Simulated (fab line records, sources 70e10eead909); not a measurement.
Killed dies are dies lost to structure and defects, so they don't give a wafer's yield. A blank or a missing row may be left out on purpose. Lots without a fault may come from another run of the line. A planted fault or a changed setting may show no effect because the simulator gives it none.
fab line records | flow nand_harc
record lots=24 wafers=72 last_day=24
route steps=1159 shown A_CHANNEL_FILL_D1@499 A_STAIRCASE@519
lots that met no fault: from a run of the same line without faults
start_h: hours from the record's first day to the start of the lot's first wafer shown | wait_h: hours since the lot's step before | " the same as in the row above | L1.1+2: a row that stands for several wafers | - no value, or no start given | * or withheld: withheld | < > ~ a bound
route shown NAME@n: a module of which the file shows steps, and the number in the route of the first | usual: mean/standard deviation of fault-free wafers | same: alike in all rows | chamber/n: place in a boat | sites: the reading at each site | _std_site: their standard deviation | _edge_site: outer sites' mean less inner sites' | radius_mm: how far each site lies from the wafer's centre | mask NAME#n: copy n | behind: the tool/chamber that last shaped the wafer | hold: why the lot was held/for how many hours/how that ended | device: the transistor (n, p or np) that didn't switch | end of line: the same wafers' tests at the end of the route | a step without rows: its recipe alone | killed: dies lost to structure and defects at the first sort, not the wafer's yield | map: a wafer's dies, x killed, . not, _ none there
set.NAME: the setting as run; set.NAME@STEP: as run at that earlier step | model.NAME: the simulator's own value behind a step, which no gauge read
steps of the route over a sample of lots; a table a step, a row a wafer
services: from which hour (start_h, from the record's first day; less than 0 if before it) a tool's chamber was out of use, for how many hours, and why
## steps
# step NHARC_A_CHANNEL_FILL_D1_ETCHBACK_19
# recipe target_depth_a=50 time_s=1.7 hbr_flow_sccm=150 cl2_flow_sccm=50 rf_w=400 icp_w=400 bias_w=100 chemistry=HBr/Cl2
# usual drypump_motor_current_A=5.7/0.37 hbr_flow_sccm=149.9/0.44 oes_product_au=0.998/0.013 throttle_valve_pct=26.404/0.0092
# same time_s=1.7
# columns lot.wafer tool chamber start_h wait_h drypump_motor_current_A hbr_flow_sccm oes_product_au rf_hours_counter_h throttle_valve_pct
L074.2 rie_si-03 1 204.26 0.4 5.4 150.6 1.012 0.4 26.412
L074.1 " 3 " " 5.9 149.4 0.993 0.3 26.409
L074.5 " 1 " " 5.4 149.9 1.010 - 26.400
L077.4 rie_si-05 2 219.72 0.4 5.9 150.6 0.992 1.4 26.403
L077.3 " 0 " " 5.6 149.6 1.002 1.3 26.397
L077.6 " 1 " " 5.1 149.7 0.971 - 26.397
L075.2 rie_si-03 2 219.73 0.4 6.3 149.6 0.989 0.5 26.412
L075.3 " 3 " " 5.9 150.8 0.999 0.4 26.428
L075.5 " 2 " " 6.3 149.5 1.004 - 26.393
L078.3 rie_si-05 1 228.17 0.4 5.1 149.5 0.985 1.2 26.418
L078.2 " 2 " " 5.9 149.4 1.005 1.5 26.398
L078.5 " 2 " " 5.9 149.2 1.002 - 26.405
L076.2 rie_si-04 0 228.17 0.4 6.3 150.2 1.021 1.1 26.406
L076.4 " 1 " " 5.3 149.8 1.015 - 26.411
L076.5 " 2 " " 5.5 150.0 1.009 - 26.400
L079.3 rie_si-05 3 234.55 0.4 5.6 149.9 0.997 1.4 26.417
L079.2 " 0 " " 5.6 150.2 1.010 1.4 26.399
L079.6 " 3 " " 5.6 150.0 0.995 - 26.399
L080.4 rie_si-03 1 238.28 0.4 5.4 149.5 1.015 0.6 26.403
L080.2 " 2 " " 6.4 149.5 0.984 0.7 26.401
L080.6 " 1 " " 5.4 149.1 1.009 - 26.405
L081.4 rie_si-05 0 238.29 0.4 5.6 149.2 1.011 1.4 26.420
L081.1 " 1 " " 5.2 149.7 0.987 1.2 26.394
L081.2 " 2 " " 5.9 149.7 0.990 1.6 26.399
L083.3 rie_si-05 2 253.98 0.4 5.9 149.5 0.993 0.1 26.409
L083.1 " 3 " " 5.6 150.1 1.002 0.1 26.410
L083.5 " 2 " " 5.9 150.3 0.987 - 26.401
L082.3 rie_si-03 1 253.98 0.4 5.4 149.7 0.999 0.8 26.425
L082.1 " 0 " " 5.2 149.5 1.012 0.7 26.425
L082.5 " 2 " " 6.3 149.8 0.996 - 26.416
L084.1 rie_si-03 1 259.21 0.4 5.4 150.0 0.998 0.9 26.406
L084.2 " 2 " " 6.3 149.8 1.000 0.9 26.415
L084.6 " 1 " " 5.4 149.5 1.010 - 26.406
L085.4 rie_si-05 2 274.27 0.4 5.9 150.2 0.984 0.2 26.398
L085.1 " 3 " " 5.6 149.8 1.006 0.2 26.404
L085.5 " 3 " " 5.6 150.1 1.002 - 26.396
L086.1 rie_si-05 3 282.03 0.4 5.6 149.7 0.997 0.4 26.390
L086.4 " 2 " " 5.9 150.0 0.975 0.3 26.406
L086.6 " 0 " " 5.5 150.0 0.982 - 26.401
L087.2 rie_si-03 1 282.03 0.4 5.4 150.3 1.012 1.1 26.403
L087.4 " 0 " " 5.2 150.2 1.008 1.0 26.406
L087.5 " 1 " " 5.4 149.9 1.019 - 26.398
L090.3 rie_si-03 2 302.84 0.4 6.4 150.4 1.009 1.3 26.395
L090.1 " 1 " " 5.4 150.0 1.024 1.3 26.422
L090.6 " 3 " " 5.9 149.4 0.992 - 26.398
L088.2 rie_si-04 2 302.86 0.4 5.6 149.8 0.996 0.1 26.398
L088.3 " 0 " " 6.3 150.2 1.008 0.2 26.399
L088.6 " 1 " " 5.2 149.1 1.001 - 26.391
L089.2 rie_si-05 3 307.31 0.4 5.6 149.6 1.007 0.6 26.405
L089.1 " 1 " " 5.1 149.4 0.998 0.4 26.398
L089.5 " 3 " " 5.6 149.8 0.998 - 26.405
L091.1 rie_si-03 2 307.32 0.4 6.3 150.4 1.009 1.4 26.388
L091.4 " 0 " " 5.2 149.7 1.007 1.1 26.402
L091.6 " 1 " " 5.4 150.5 1.017 - 26.398
L093.2 rie_si-05 2 311.77 0.4 5.9 149.4 0.978 0.5 26.400
L093.1 " 3 " " 5.6 149.8 1.011 0.6 26.406
L093.6 " 2 " " 5.9 149.9 0.978 - 26.422
L092.3 rie_si-03 1 311.78 0.4 5.4 149.1 1.021 1.3 26.409
L092.4 " 2 " " 6.3 149.9 0.995 1.4 26.403
L092.1 " 3 " " 5.9 150.5 0.983 1.2 26.390
L096.2 rie_si-04 1 335.34 0.4 5.3 150.3 1.014 0.5 26.394
L096.4 " 2 " " 5.6 149.6 0.991 0.5 26.407
L096.5 " 1 " " 5.3 149.6 1.002 - 26.403
L094.1 rie_si-05 0 338.96 0.4 5.6 150.0 0.979 0.8 26.398
L094.4 " 2 " " 5.9 149.4 0.974 0.8 26.402
L094.6 " 1 " " 5.1 150.3 0.991 - 26.408
L097.4 rie_si-04 0 338.96 0.4 6.3 151.1 1.016 0.6 26.411
L097.2 " 3 " " 5.5 150.6 0.996 0.5 26.405
L097.6 " 0 " " 6.3 150.1 1.013 - 26.417
L095.3 rie_si-05 2 344.57 0.4 5.9 150.1 0.989 0.8 26.395
L095.1 " 3 " " 5.6 149.9 0.999 0.9 26.418
L095.6 " 2 " " 5.9 150.4 0.993 - 26.399
# step NHARC_A_CHANNEL_FILL_D1_STRIP_29
# recipe time_s=20 o2_flow_sccm=500 ar_flow_sccm=0 bias_w=0 chemistry=O2
# usual drypump_motor_current_A=5.7/0.42 oes_product_au=0.999/0.013 rf_vpp_V=57.8/0.88 showerhead_plenum_p_Torr=3.56/0.16 throttle_valve_pct=17.037/0.0086
# same time_s=20
# columns lot.wafer tool chamber start_h wait_h drypump_motor_current_A oes_product_au rf_hours_counter_h rf_vpp_V showerhead_plenum_p_Torr throttle_valve_pct
L074.2 rie_diel-01 1 - - 5.4 1.004 3 59.0 3.58 17.029
L074.1 " 0 " " 6.0 0.989 3 57.5 3.75 17.024
L074.5 " 1 " " 5.4 1.011 - 57.3 3.58 17.038
L077.4 rie_diel-01 2 - - 5.4 0.979 3 57.9 3.45 17.024
L077.3 " 3 " " 6.2 1.009 4 57.1 3.35 17.057
L077.6 " 2 " " 5.4 0.982 - 58.6 3.45 17.039
L075.2 rie_diel-09 0 237.60 0.2 5.3 1.004 3 59.0 3.54 17.041
L075.3 " 1 " " 5.0 0.999 3 58.4 3.79 17.049
L075.5 " 1 " " 5.0 0.994 - 59.2 3.79 17.047
L078.3 rie_diel-01 3 - - 6.2 1.012 4 57.5 3.35 17.037
L078.2 " 0 " " 6.0 1.003 4 57.7 3.75 17.037
L078.5 " 2 " " 5.4 0.971 - 58.1 3.45 17.026
L076.4 rie_diel-09 1 - - 5.0 1.005 3 59.0 3.79 17.018
L076.2 " 0 " " 5.3 1.010 3 57.2 3.54 17.040
L076.5 " 1 " " 5.0 1.005 - 58.8 3.79 17.026
L079.3 rie_diel-01 2 - - 5.4 0.980 3 57.4 3.45 17.030
L079.2 " 0 " " 6.0 1.007 4 58.1 3.75 17.025
L079.6 " 3 " " 6.2 1.007 - 56.7 3.35 17.022
L081.2 rie_diel-01 2 - - 5.4 0.982 3 57.0 3.45 17.048
L081.1 " 3 " " 6.2 1.011 4 58.4 3.35 17.033
L081.4 " 0 " " 6.0 0.999 4 57.7 3.75 17.029
L080.4 rie_diel-01 3 - - 6.3 1.015 4 56.4 3.35 17.034
L080.2 " 0 " " 6.0 0.996 4 59.3 3.75 17.039
L080.6 " 2 " " 5.4 0.974 - 58.9 3.45 17.023
L083.1 rie_diel-09 1 - - 5.0 1.005 0 57.0 3.79 17.030
L083.3 " 2 " " 5.9 1.012 0 56.7 3.75 17.040
L083.5 " 0 " " 5.3 1.001 - 57.1 3.53 17.036
L082.1 rie_diel-03 1 - - 6.0 0.988 9 57.6 3.32 17.030
L082.3 " 0 " " 5.9 1.003 10 59.3 3.51 17.019
L082.5 " 1 " " 6.0 0.990 - 58.4 3.32 17.038
L084.1 rie_diel-03 1 - - 6.0 0.997 10 57.0 3.32 17.045
L084.2 " 2 " " 5.6 0.987 10 57.7 3.71 17.032
L084.6 " 1 " " 6.0 0.994 - 56.7 3.32 17.040
L085.1 rie_diel-01 2 - - 5.4 0.983 5 58.0 3.45 17.043
L085.4 " 0 " " 6.0 1.003 6 57.2 3.75 17.043
L085.5 " 2 " " 5.4 0.979 - 59.0 3.45 17.027
L087.4 rie_diel-01 0 - - 6.0 1.004 6 57.6 3.75 17.043
L087.2 " 2 " " 5.4 0.975 5 57.6 3.45 17.038
L087.5 " 0 " " 6.0 0.995 - 57.2 3.75 17.036
L086.4 rie_diel-09 1 - - 5.0 0.990 1 58.6 3.79 17.042
L086.1 " 3 " " 6.0 1.006 1 56.5 3.43 17.035
L086.6 " 1 " " 5.0 0.999 - 58.9 3.79 17.034
L088.2 rie_diel-09 3 - - 6.0 1.001 1 57.6 3.43 17.027
L088.3 " 1 " " 5.0 0.994 1 58.1 3.79 17.022
L088.6 " 2 " " 5.9 1.029 - 59.1 3.75 17.018
L090.1 rie_diel-09 0 - - 5.3 0.993 1 58.2 3.53 17.047
L090.3 " 3 " " 6.0 0.993 1 56.7 3.43 17.048
L090.6 " 1 " " 5.0 0.992 - 59.3 3.79 17.036
L089.1 rie_diel-09 1 - - 5.0 1.001 1 58.7 3.79 17.041
L089.2 " 3 " " 6.0 1.000 1 56.6 3.43 17.039
L089.5 " 2 " " 5.9 1.019 - 57.7 3.75 17.040
L091.4 rie_diel-03 2 - - 5.5 0.988 20 58.9 3.70 17.038
L091.1 " 3 " " 6.7 0.973 20 56.9 3.43 17.038
L091.6 " 2 " " 5.6 0.983 - 58.4 3.70 17.046
L093.1 rie_diel-01 3 - - 6.2 1.006 0 57.0 3.34 17.051
L093.2 " 1 " " 5.4 0.995 0 58.8 3.58 17.047
L093.6 " 3 " " 6.2 0.998 - 58.1 3.34 17.049
L092.4 rie_diel-09 0 - - 5.3 0.994 2 58.3 3.53 17.030
L092.1 " 2 " " 5.9 1.023 2 57.8 3.75 17.039
L092.3 " 3 " " 6.0 0.994 2 59.4 3.43 17.022
L096.2 rie_diel-09 1 - - 5.0 0.995 2 59.1 3.79 17.062
L096.4 " 2 " " 5.9 1.015 2 57.9 3.75 17.036
L096.5 " 2 " " 5.9 1.011 - 58.2 3.75 17.029
L094.4 rie_diel-01 2 - - 5.4 0.986 1 58.1 3.45 17.041
L094.1 " 1 " " 5.4 0.989 1 58.1 3.58 17.046
L094.6 " 2 " " 5.4 0.991 - 58.1 3.45 17.040
L097.4 rie_diel-03 0 - - 6.0 1.008 25 58.8 3.50 17.039
L097.2 " 3 " " 6.7 0.996 27 58.1 3.43 17.027
L097.6 " 0 " " 5.9 1.016 - 57.5 3.50 17.026
L095.3 rie_diel-01 2 - - 5.4 0.993 1 56.8 3.45 17.045
L095.1 " 0 " " 6.0 1.011 2 58.7 3.75 17.038
L095.6 " 2 " " 5.4 0.985 - 57.2 3.45 17.043
# step NHARC_A_STAIRCASE_DEP_156
# recipe target_thk_a=500 temp_c=400 target_thk_nm=50 flow_sccm=200 rf_w=450 material=SiNx
# usual heater_power_outer_w=439/61 heater_power_w=730/110
# columns lot.wafer tool chamber start_h wait_h heater_power_outer_w heater_power_w
L074.1 pecvd-02 1 228.19 0.1 401 647
L074.2 " 0 " " 464 813
L074.5 " 2 " " 459 792
L075.2 pecvd-03 0 243.47 0.1 466 753
L075.3 " 2 " " 403 683
L075.5 " 0 " " 453 785
L077.3 pecvd-02 2 243.52 0.2 439 758
L077.4 " 0 " " 495 837
L077.6 " 2 " " 429 760
L078.3 pecvd-01 2 252.31 0.2 394 571
L078.2 " 1 " " 336 595
L078.5 " 0 " " 571 895
L076.2 pecvd-01 0 252.51 0.4 565 879
L076.5 " 0 " " 536 862
L076.4 " 1 " " 385 642
L079.3 pecvd-02 0 258.62 0.1 434 805
L079.2 " 1 " " 430 700
L079.6 " 2 " " 460 829
L081.2 pecvd-02 2 262.24 0.1 439 772
L081.1 " 1 " " 438 715
L081.4 " 0 " " 435 799
L080.2 pecvd-01 2 262.30 0.1 402 578
L080.4 " 1 " " 369 613
L080.6 " 2 " " 393 584
L082.3 pecvd-01 2 277.81 0.1 343 521
L082.1 " 0 " " 486 783
L082.5 " 0 " " 486 801
L083.3 pecvd-03 2 277.95 0.1 425 682
L083.1 " 0 " " 505 822
L083.5 " 1 " " 392 733
L084.2 pecvd-01 1 283.10 0.1 308 552
L084.1 " 0 " " 564 891
L084.6 " 2 " " 334 493
L085.1 pecvd-01 0 298.84 0.3 582 916
L085.4 " 2 " " 396 567
L085.5 " 2 " " 398 573
L087.2 pecvd-03 2 306.33 0.1 425 685
L087.4 " 2 " " 420 694
L087.5 " 1 " " 460 844
L086.1 pecvd-02 2 306.52 0.1 515 860
L086.6 " 1 " " 462 724
L086.4 " 2 " " 512 858
L090.3 pecvd-01 0 326.77 0.1 570 873
L090.1 " 2 " " 373 562
L090.6 " 2 " " 368 562
L088.3 pecvd-02 1 326.80 0.1 405 661
L088.2 " 2 " " 439 785
L088.6 " 2 " " 433 773
L089.1 pecvd-02 1 331.89 0.1 468 757
L089.2 " 2 " " 498 839
L089.5 " 1 " " 466 749
L091.1 pecvd-01 2 334.89 0.1 405 573
L091.6 " 1 " " 314 578
L091.4 " 0 " " 535 846
L093.2 pecvd-03 1 335.00 0.1 431 807
L093.1 " 2 " " 439 753
L093.6 " 1 " " 434 813
L092.3 pecvd-01 0 342.39 0.1 528 848
L092.1 " 2 " " 386 568
L092.4 " 2 " " 400 560
L096.2 pecvd-03 0 359.45 0.1 434 760
L096.4 " 2 " " 386 651
L096.5 " 1 " " 418 794
L097.2 pecvd-02 2 362.95 0.1 451 770
L097.4 " 0 " " 476 867
L097.6 " 1 " " 478 747
L094.1 pecvd-03 1 362.96 0.1 403 748
L094.4 " 1 " " 405 776
L094.6 " 2 " " 444 749
L095.1 pecvd-03 2 369.37 0.2 429 699
L095.3 " 1 " " 448 808
L095.6 " 1 " " 447 816
# step NHARC_A_STAIRCASE_ETCH_13
# recipe target_depth_a=1000 time_s=40.5 ion_energy_ev=400 c4f8_flow_sccm=20 o2_flow_sccm=10 ar_flow_sccm=withheld rf_w=600 bias_w=1000 chemistry=C4F8/O2
# usual oes_product_au=0.936/0.017 rf_vpp_V=896/6.8
# same time_s=40.5
# columns lot.wafer tool chamber start_h wait_h oes_product_au rf_hours_counter_h rf_vpp_V
L074.1 rie_diel-12 1 - - 0.931 6 905
L074.2 " 2 " " 0.934 7 891
L074.5 " 2 " " 0.932 - 890
L077.4 rie_diel-05 0 - - 0.908 28 895
L077.3 " 1 " " 0.911 29 894
L077.6 " 2 " " 0.906 - 888
L075.3 rie_diel-11 1 - - 0.940 19 904
L075.2 " 3 " " 0.922 21 889
L075.5 " 0 " " 0.929 - 889
L078.3 rie_diel-11 1 - - 0.935 22 905
L078.2 " 0 " " 0.925 23 889
L078.5 " 1 " " 0.938 - 904
L076.4 rie_diel-12 2 - - 0.935 13 890
L076.2 " 3 " " 0.965 14 900
L076.5 " 1 " " 0.945 - 905
L079.3 rie_diel-05 1 - - 0.940 33 895
L079.2 " 3 " " 0.952 34 889
L079.6 " 2 " " 0.945 - 890
L080.4 rie_diel-11 1 - - 0.964 28 905
L080.2 " 2 " " 0.921 27 905
L080.6 " 2 " " 0.927 - 906
L081.4 rie_diel-05 1 - - 0.931 36 895
L081.1 " 3 " " 0.949 36 888
L081.2 " 0 " " 0.935 36 894
L082.3 rie_diel-11 1 - - 0.974 34 903
L082.1 " 2 " " 0.942 34 904
L082.5 " 1 " " 0.982 - 904
L083.1 rie_diel-05 3 - - 0.962 42 887
L083.3 " 2 " " 0.938 43 891
L083.5 " 0 " " 0.946 - 895
L084.2 rie_diel-12 3 - - 0.940 25 900
L084.1 " 0 " " 0.919 26 900
L084.6 " 3 " " 0.936 - 901
L085.4 rie_diel-05 0 - - 0.940 47 893
L085.1 " 3 " " 0.967 48 887
L085.5 " 0 " " 0.938 - 894
L087.4 rie_diel-11 1 - - 0.961 47 904
L087.2 " 3 " " 0.941 46 888
L087.5 " 2 " " 0.933 - 905
L086.4 rie_diel-11 2 - - 0.920 46 905
L086.1 " 0 " " 0.932 43 889
L086.6 " 1 " " 0.961 - 904
L090.3 rie_diel-05 2 - - 0.905 61 892
L090.1 " 0 " " 0.927 55 894
L090.6 " 2 " " 0.913 - 889
L088.2 rie_diel-11 1 - - 0.963 54 903
L088.3 " 3 " " 0.957 52 887
L088.6 " 1 " " 0.972 - 905
L089.1 rie_diel-05 2 - - 0.904 63 892
L089.2 " 3 " " 0.933 59 887
L089.5 " 1 " " 0.923 - 894
L091.1 rie_diel-12 3 - - 0.957 40 900
L091.4 " 1 " " 0.931 40 905
L091.6 " 2 " " 0.942 - 889
L093.1 rie_diel-11 2 - - 0.925 56 907
L093.2 " 3 " " 0.924 55 887
L093.6 " 2 " " 0.913 - 904
L092.3 rie_diel-12 1 - - 0.918 45 906
L092.4 " 3 " " 0.921 44 899
L092.1 " 0 " " 0.903 44 901
L096.4 rie_diel-05 3 - - 0.948 3 906
L096.2 " 0 " " 0.958 3 892
L096.5 " 2 " " 0.928 - 890
L097.2 rie_diel-12 0 - - 0.916 51 900
L097.4 " 2 " " 0.931 53 890
L097.6 " 1 " " 0.945 - 905
L094.1 rie_diel-11 0 - - 0.936 62 889
L094.4 " 3 " " 0.933 67 888
L094.6 " 0 " " 0.928 - 891
L095.3 rie_diel-12 2 - - 0.924 56 888
L095.1 " 3 " " 0.946 55 899
L095.6 " 2 " " 0.929 - 889
# step NHARC_A_STAIRCASE_DESCUM_219
# recipe time_s=3 o2_flow_sccm=200 ar_flow_sccm=0 bias_power_w=0 chemistry=O2
# usual drypump_motor_current_A=5.8/0.44 oes_product_au=0.995/0.013 rf_vpp_V=57.9/0.95 showerhead_plenum_p_Torr=1.93/0.1 throttle_valve_pct=11.310/0.0087
# same bias_power_w=0 time_s=3
# columns lot.wafer tool chamber start_h wait_h drypump_motor_current_A oes_product_au rf_hours_counter_h rf_vpp_V showerhead_plenum_p_Torr throttle_valve_pct
L074.2 rie_diel-11 2 238.58 - 6.1 0.974 17 58.4 2.07 11.315
L074.1 " 0 " " 5.7 0.994 18 56.9 1.82 11.314
L074.5 " 3 " " 6.6 0.988 - 56.2 1.80 11.309
L077.3 rie_diel-05 0 253.64 - 4.8 1.002 32 56.3 1.89 11.302
L077.4 " 1 " " 5.7 0.991 32 58.6 1.89 11.306
L077.6 " 0 " " 4.8 0.987 - 57.1 1.89 11.296
L075.2 rie_diel-05 3 254.40 - 6.5 1.008 32 58.2 1.78 11.314
L075.3 " 0 " " 4.8 0.997 32 55.8 1.89 11.299
L075.5 " 0 " " 4.7 0.996 - 57.8 1.89 11.319
L076.2 rie_diel-12 2 263.33 - 5.3 0.984 16 56.8 1.81 11.311
L076.4 " 3 " " 5.6 1.013 16 57.0 1.98 11.307
L076.5 " 0 " " 6.1 0.979 - 58.4 2.00 11.306
L078.2 rie_diel-12 0 263.83 - 6.1 0.979 16 57.8 2.00 11.320
L078.3 " 1 " " 5.9 0.986 16 56.8 2.07 11.323
L078.5 " 3 " " 5.6 1.007 - 57.3 1.98 11.304
L079.3 rie_diel-12 0 272.14 - 6.1 0.988 21 59.4 1.99 11.299
L079.2 " 1 " " 6.0 1.002 22 59.0 2.07 11.291
L079.6 " 3 " " 5.5 1.009 - 58.1 1.98 11.318
L081.1 rie_diel-05 3 275.33 - 6.5 1.016 40 56.9 1.78 11.300
L081.4 " 0 " " 4.7 0.997 39 58.1 1.89 11.320
L081.2 " 1 " " 5.7 0.986 40 57.9 1.89 11.315
L080.2 rie_diel-12 1 276.26 - 5.9 1.005 23 58.0 2.07 11.313
L080.4 " 0 " " 6.1 0.979 23 59.1 1.99 11.304
L080.6 " 1 " " 5.9 0.996 - 58.1 2.07 11.312
L082.3 rie_diel-12 3 289.47 - 5.5 1.007 27 58.7 1.98 11.319
L082.1 " 0 " " 6.1 0.981 28 58.1 1.99 11.307
L082.5 " 2 " " 5.4 0.997 - 59.0 1.81 11.297
L083.1 rie_diel-05 3 290.01 - 6.5 1.010 45 56.0 1.78 11.303
L083.3 " 0 " " 4.7 0.986 44 57.5 1.89 11.302
L083.5 " 0 " " 4.7 0.987 - 56.9 1.89 11.300
L084.1 rie_diel-11 0 294.93 - 5.8 1.014 38 55.9 1.82 11.308
L084.2 " 2 " " 6.1 0.974 41 59.2 2.06 11.317
L084.6 " 3 " " 6.6 0.993 - 57.0 1.79 11.321
L085.4 rie_diel-12 2 308.77 - 5.3 0.984 31 57.9 1.81 11.311
L085.1 " 0 " " 6.1 0.982 31 59.3 1.99 11.326
L085.5 " 3 " " 5.5 1.012 - 58.2 1.98 11.325
L087.4 rie_diel-11 1 317.04 - 5.7 1.014 49 58.9 2.04 11.300
L087.2 " 2 " " 6.1 0.987 48 59.0 2.06 11.299
L087.5 " 0 " " 5.8 0.994 - 58.3 1.81 11.304
L086.1 rie_diel-12 1 317.32 - 5.9 0.972 34 57.0 2.06 11.322
L086.4 " 2 " " 5.4 0.984 34 57.2 1.81 11.321
L086.6 " 0 " " 6.1 0.979 - 57.3 1.99 11.314
L088.2 rie_diel-12 0 338.90 - 6.1 0.983 40 57.6 1.99 11.323
L088.3 " 1 " " 5.9 0.992 41 59.0 2.06 11.319
L088.6 " 0 " " 6.1 0.985 - 59.5 1.99 11.310
L090.3 rie_diel-05 1 339.50 - 5.7 0.999 65 58.8 1.88 11.298
L090.1 " 3 " " 6.5 1.007 61 57.5 1.77 11.310
L090.6 " 2 " " 6.1 0.986 - 57.5 1.82 11.303
L089.2 rie_diel-12 0 343.59 - 6.0 0.970 43 58.4 1.99 11.303
L089.1 " 2 " " 5.3 0.986 43 57.7 1.81 11.320
L089.5 " 3 " " 5.5 1.010 - 58.4 1.97 11.302
L091.4 rie_diel-11 2 345.76 - 6.1 0.997 59 58.5 2.06 11.300
L091.1 " 3 " " 6.6 0.993 58 56.8 1.79 11.316
L091.6 " 3 " " 6.6 0.999 - 56.8 1.79 11.319
L093.2 rie_diel-12 1 346.09 - 5.9 0.987 45 59.8 2.06 11.302
L093.1 " 0 " " 6.1 0.978 45 58.5 1.99 11.301
L093.6 " 2 " " 5.3 0.987 - 58.0 1.81 11.312
L092.1 rie_diel-11 1 355.84 - 5.7 1.024 64 57.1 2.04 11.307
L092.3 " 2 " " 6.1 0.986 64 57.3 2.06 11.304
L092.4 " 0 " " 5.7 1.011 59 57.8 1.81 11.317
L096.2 rie_diel-12 1 370.54 - 5.9 0.996 53 59.1 2.06 11.310
L096.4 " 2 " " 5.3 0.991 55 57.0 1.80 11.303
L096.5 " 1 " " 5.9 0.986 - 58.3 2.06 11.319
L097.4 rie_diel-12 3 374.83 - 5.6 1.001 56 57.1 1.97 11.316
L097.2 " 0 " " 6.1 0.963 56 59.2 1.98 11.324
L097.6 " 3 " " 5.6 0.998 - 58.3 1.97 11.310
L094.4 rie_diel-12 0 374.89 - 6.1 0.977 56 58.8 1.98 11.307
L094.1 " 2 " " 5.4 0.983 57 56.5 1.80 11.304
L094.6 " 0 " " 6.1 0.968 - 57.7 1.98 11.314
L095.1 rie_diel-11 1 382.94 - 5.7 1.022 2 58.8 2.04 11.309
L095.3 " 2 " " 6.1 1.006 1 57.6 2.05 11.295
L095.6 " 0 " " 5.7 0.980 - 57.2 1.81 11.321
# step NHARC_A_STAIRCASE_STRIP_238
# recipe power_w=1500 temp_c=250 chemistry=O2
# usual drypump_motor_current_A=6.2/0.33 heater_power_w=310/37
# columns lot.wafer tool chamber start_h wait_h drypump_motor_current_A heater_power_w rf_hours_counter_h
L074.2 plasma_asher-02 0 240.75 0.1 5.7 280 17
L074.1 " 1 " " 6.1 289 17
L074.5 " 1 " " 6.1 280 -
L077.3 plasma_asher-01 1 256.11 0.2 6.5 325 -
L077.4 " 0 " " 6.5 372 -
L077.6 " 1 " " 6.4 330 -
L075.2 plasma_asher-02 0 256.64 0.1 5.7 264 21
L075.3 " 0 " " 5.7 276 -
L075.5 " 0 " " 5.7 272 -
L078.2 plasma_asher-01 0 266.28 0.1 6.5 371 55
L078.3 " 0 " " 6.5 375 -
L078.5 " 0 " " 6.5 374 -
L076.2 plasma_asher-01 0 269.57 0.1 6.5 367 57
L076.4 " 1 " " 6.5 336 -
L076.5 " 0 " " 6.5 375 -
L079.2 plasma_asher-02 0 278.39 3.8 5.7 274 25
L079.3 " 1 " " 6.1 298 -
L079.6 " 1 " " 6.1 288 -
L081.2 plasma_asher-02 1 279.03 1.6 6.1 292 26
L081.1 " 0 " " 5.7 275 26
L081.4 " 0 " " 5.7 270 -
L080.2 plasma_asher-02 0 280.29 1.2 5.7 277 27
L080.4 " 1 " " 6.1 289 -
L080.6 " 0 " " 5.7 275 -
L082.1 plasma_asher-02 1 292.17 0.1 6.1 286 33
L082.3 " 0 " " 5.7 273 -
L082.5 " 1 " " 6.1 289 -
L083.1 plasma_asher-01 0 293.92 0.1 6.5 372 4
L083.3 " 0 " " 6.5 370 -
L083.5 " 1 " " 6.5 318 -
L084.1 plasma_asher-01 0 298.29 0.1 6.4 370 5
L084.2 " 1 " " 6.5 324 5
L084.6 " 1 " " 6.5 310 -
L085.1 plasma_asher-01 0 311.54 0.1 6.5 370 7
L085.4 " 0 " " 6.5 373 -
L085.5 " 1 " " 6.5 314 -
L087.2 plasma_asher-01 1 319.25 0.1 6.5 321 9
L087.4 " 1 " " 6.5 317 -
L087.5 " 1 " " 6.5 319 -
L086.1 plasma_asher-02 1 320.05 0.1 6.1 292 41
L086.4 " 1 " " 6.1 287 -
L086.6 " 0 " " 5.7 272 -
L088.2 plasma_asher-02 0 341.23 0.1 5.7 272 49
L088.3 " 0 " " 5.7 281 -
L088.6 " 0 " " 5.7 269 -
L090.1 plasma_asher-01 1 341.96 0.1 6.5 320 17
L090.3 " 1 " " 6.4 315 -
L090.6 " 1 " " 6.5 312 -
L089.1 plasma_asher-02 1 346.00 0.1 6.1 291 50
L089.2 " 0 " " 5.7 272 50
L089.5 " 1 " " 6.1 288 -
L091.1 plasma_asher-01 0 348.23 0.1 6.5 372 19
L091.4 " 1 " " 6.5 314 -
L091.6 " 0 " " 6.5 359 -
L093.1 plasma_asher-01 1 349.01 0.3 6.5 319 20
L093.2 " 0 " " 6.5 376 20
L093.6 " 1 " " 6.5 317 -
L092.1 plasma_asher-02 1 358.03 0.1 6.1 289 54
L092.4 " 1 " " 6.1 288 -
L092.3 " 0 " " 5.7 279 -
L096.2 plasma_asher-02 0 375.99 0.1 5.7 274 2
L096.4 " 1 " " 6.1 294 -
L096.5 " 1 " " 6.1 295 -
L094.1 plasma_asher-02 1 378.70 0.1 6.1 298 4
L094.4 " 0 " " 5.7 262 -
L094.6 " 1 " " 6.1 296 -
L097.2 plasma_asher-01 0 378.84 0.2 6.5 352 30
L097.4 " 1 " " 6.5 307 -
L097.6 " 1 " " 6.5 318 -
L095.1 plasma_asher-02 0 385.72 0.1 5.7 270 7
L095.3 " 1 " " 6.1 298 -
L095.6 " 1 " " 6.1 294 -
## services
# columns tool chamber start_h hours kind
plasma_asher-02 - 183.02 9.0 pm
plasma_asher-01 - 187.74 3.9 repair
rie_diel-11 - 189.52 9.0 pm
rie_diel-01 2 194.08 10.1 repair
rie_diel-12 - 202.53 9.0 pm
pecvd-01 - 204.38 0.6 repair
rie_diel-09 3 234.17 12.0 repair
pecvd-01 - 237.05 13.0 pm
rie_si-05 - 239.06 9.0 pm
rie_diel-11 2 242.83 4.5 repair
rie_diel-11 0 259.02 6.5 repair
plasma_asher-01 - 276.05 9.0 pm
plasma_asher-01 - 306.97 4.4 repair
rie_diel-01 2 312.75 2.8 repair
rie_diel-01 - 314.80 9.0 pm
rie_diel-05 - 340.65 9.0 pm
plasma_asher-02 - 360.02 9.0 pm
rie_diel-01 0 365.87 1.3 repair
rie_diel-01 1 366.16 5.9 repair
rie_diel-11 - 366.55 9.0 pm
rie_diel-05 0 372.58 1.2 repair
rie_diel-12 - 379.53 9.0 pm
plasma_asher-01 - 380.67 3.1 repair
rie_diel-11 1 383.84 2.7 repair
## key
fault none
